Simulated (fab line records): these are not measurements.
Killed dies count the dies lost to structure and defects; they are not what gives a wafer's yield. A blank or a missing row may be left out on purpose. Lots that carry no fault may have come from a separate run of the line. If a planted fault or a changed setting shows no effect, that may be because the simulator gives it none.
Which tool is to blame? ; flow n5 finfet ; 13 lots with 36 wafers sampled at 5 steps, on a route of 1938 steps

## WHAT EACH GAUGE READ, for each wafer
N5_STI_FIN_REVEAL_FIN_H_MEAS_10.
lot;measured;on;trench depth nm (nm)
L475;day 2 14:44;ocd-01;51.5 51.3 51.6
L476;day 2 19:27;ocd-02;52.5 52.5 52.7
L477;day 3 01:31;ocd-02;49.3 47.7 48.5
L478;day 3 07:44;ocd-02;49.4 49.5 48.8
L479;day 3 13:05;ocd-02;52.3 51.7 52.7
L484;day 4 18:53;ocd-02;50.1 50.6 51.2
L485;day 5 01:46;ocd-01;52.2 52.6 52.2
L486;day 5 08:34;ocd-01;53.0 52.7
L489;day 6 00:20;ocd-02;52.2 51.4 51.8
L491;day 6 13:04;ocd-01;52.7 52.2
L494;day 7 10:46;ocd-01;52.2 52.4
L495;day 7 15:35;ocd-02;51.8 51.0 52.0
L498;day 8 07:35;ocd-01;53.4 51.7 52.6

## EACH LOT AND THE TOOL THAT RAN IT (in order: tool; ch and the chambers of the sampled wafers; start)
lot;N5_FIN_CUT_PRECLEAN_35;N5_STI_FIN_REVEAL_ALD_14;N5_STI_FIN_REVEAL_DENSIFY_30;N5_STI_FIN_REVEAL_STRIP_35
L475;vapor etch-02 ch 0,1, day 2 05:16;ald sin-01 ch 0,1,2, day 2 05:41;rtp anneal-02 ch 0, day 2 11:10;wet bench-01 ch 2,5,6, day 2 14:22
L476;vapor etch-01 ch 0,1, day 2 10:16;ald sin-02 ch 0,2,3, day 2 10:49;rtp anneal-01 ch 0, day 2 16:13;wet bench-05 ch 0,4,6, day 2 19:08
L477;vapor etch-01 ch 0,1, day 2 15:46;ald sin-01 ch 0,1,2, day 2 16:34;rtp anneal-01 ch 0, day 2 21:57;wet bench-01 ch 1,4,7, day 3 01:16
L478;vapor etch-01 ch 0,1, day 2 21:57;ald sin-02 ch 0,1, day 2 22:28;rtp anneal-01 ch 0, day 3 04:31;wet bench-06 ch 0,1,6, day 3 07:22
L479;vapor etch-02 ch 0,1, day 3 03:59;ald sin-01 ch 1,3, day 3 04:30;rtp anneal-01 ch 0, day 3 09:55;wet bench-06 ch 1,4,5, day 3 12:50
L484;vapor etch-02 ch 0,1, day 4 09:53;ald sin-03 ch 1,2,3, day 4 10:21;rtp anneal-02 ch 0, day 4 15:48;wet bench-06 ch 0,1,5, day 4 18:37
L485;vapor etch-02 ch 0,1, day 4 16:26;ald sin-03 ch 1,2, day 4 17:02;rtp anneal-02 ch 0, day 4 22:37;wet bench-06 ch 1,2,4, day 5 01:30
L486;vapor etch-01 ch 0,1, day 4 23:13;ald sin-03 ch 2, day 4 23:46;rtp anneal-01 ch 0, day 5 05:07;wet bench-05 ch 5,7, day 5 08:19
L489;vapor etch-02 ch 0,1, day 5 15:21;ald sin-01 ch 1,2,3, day 5 15:48;rtp anneal-01 ch 0, day 5 21:10;wet bench-06 ch 3,6,7, day 6 00:04
L491;vapor etch-02 ch 0,1, day 6 04:02;ald sin-03 ch 2,3, day 6 04:29;rtp anneal-01 ch 0, day 6 09:52;wet bench-01 ch 0,3, day 6 12:49
L494;vapor etch-01 ch 0,1, day 7 01:33;ald sin-03 ch 2,3, day 7 01:59;rtp anneal-02 ch 0, day 7 07:32;wet bench-01 ch 0,2, day 7 10:31
L495;vapor etch-01 ch 0,1, day 7 06:30;ald sin-02 ch 1,2, day 7 07:02;rtp anneal-01 ch 0, day 7 12:26;wet bench-01 ch 0,3,7, day 7 15:20
L498;vapor etch-01 ch 0,1, day 7 22:07;ald sin-01 ch 0,2,3, day 7 22:34;rtp anneal-01 ch 0, day 8 03:58;wet bench-06 ch 0,5,7, day 8 07:19
- N5_FIN_CUT_PRECLEAN_35: cleans in vHF, time 13.3 s.
- N5_STI_FIN_REVEAL_ALD_14: deposits Si3N4, target thk 3 nm.
- N5_STI_FIN_REVEAL_DENSIFY_30
- N5_STI_FIN_REVEAL_STRIP_35: strips Si3N4 in H3PO4, target depth 4 nm, time 39 s.

## WHAT THE TOOLS THEMSELVES READ (means of the sampled wafers that have a number; where no wafer has one, the mark that the record gives instead)
N5_FIN_CUT_PRECLEAN_35.
lot;tool;drypump motor current A (A);pressure torr (Torr);temp c (C)
L475;vapor etch-02;5.9;125.01;44.99
L476;vapor etch-01;5.7;125.11;44.91
L477;vapor etch-01;5.7;125.10;45.12
L478;vapor etch-01;5.8;124.94;44.87
L479;vapor etch-02;6.2;124.97;45.01
L484;vapor etch-02;5.9;124.98;45.00
L485;vapor etch-02;6.2;125.11;44.97
L486;vapor etch-01;5.8;124.91;45.10
L489;vapor etch-02;6.2;124.82;45.04
L491;vapor etch-02;6.0;124.93;45.05
L494;vapor etch-01;5.7;124.73;44.93
L495;vapor etch-01;5.7;125.42;45.09
L498;vapor etch-01;5.8;124.63;44.98

N5_STI_FIN_REVEAL_ALD_14.
lot;tool;heater power w (W)
L475;ald sin-01;828
L476;ald sin-02;826
L477;ald sin-01;825
L478;ald sin-02;763
L479;ald sin-01;914
L484;ald sin-03;835
L485;ald sin-03;860
L486;ald sin-03;878
L489;ald sin-01;827
L491;ald sin-03;816
L494;ald sin-03;818
L495;ald sin-02;741
L498;ald sin-01;884

N5_STI_FIN_REVEAL_DENSIFY_30.
lot;tool;lamp power pct (%)
L475;rtp anneal-02;11.58
L476;rtp anneal-01;11.55
L477;rtp anneal-01;11.51
L478;rtp anneal-01;11.58
L479;rtp anneal-01;11.55
L484;rtp anneal-02;11.51
L485;rtp anneal-02;11.52
L486;rtp anneal-01;11.54
L489;rtp anneal-01;11.53
L491;rtp anneal-01;11.55
L494;rtp anneal-02;11.58
L495;rtp anneal-01;11.56
L498;rtp anneal-01;11.46

N5_STI_FIN_REVEAL_STRIP_35.
lot;tool;bath guard temp C (C);bath heat duty pct (%);temp c (C)
L475;wet bench-01;164.7;28;165.00
L476;wet bench-05;165.0;32;164.95
L477;wet bench-01;-;-;-
L478;wet bench-06;-;-;-
L479;wet bench-06;164.8;26;165.09
L484;wet bench-06;164.8;25;165.00
L485;wet bench-06;164.9;27;164.93
L486;wet bench-05;164.3;26;164.98
L489;wet bench-06;165.3;30;164.96
L491;wet bench-01;164.4;34;164.90
L494;wet bench-01;164.8;33;165.07
L495;wet bench-01;164.5;30;164.97
L498;wet bench-06;164.8;26;165.07

## THE ANSWER, worked out from the rows above alone
Rule: usual is defined by the lots themselves. The widest of any qualifying gaps counts: lots, ordered by their means at a reading, are off when they make up no more than a third of the lots, leave a main group of 4 or more, and stand apart from it by 3 or more times the standard deviation of that group's means. A main group is skipped when, at the precision printed for the reading in the tables above, its means are all equal. A lot without any number at a reading at which 4 lots or more have one is off too. The other lots that the step has rows for count as sound. Order of review: gauges by route order, followed by the tools' own readings, for which a lot's mean as printed above is used. The first step at which some lot is off is used, and at that step the reading that is off furthest; a lot without a number counts as furthest.
Off, at N5_STI_FIN_REVEAL_STRIP_35 on bath guard temp C: L477, L478. Without a number there: L477, L478. Mean 164.8 C and standard deviation 0.27 in the main group.
A tool fits if, at that step or a process step before it, it ran every lot that is off, and no sound lot after the first of them. None of those tried fits.

## WHAT THE SIMULATOR HAD INSERTED
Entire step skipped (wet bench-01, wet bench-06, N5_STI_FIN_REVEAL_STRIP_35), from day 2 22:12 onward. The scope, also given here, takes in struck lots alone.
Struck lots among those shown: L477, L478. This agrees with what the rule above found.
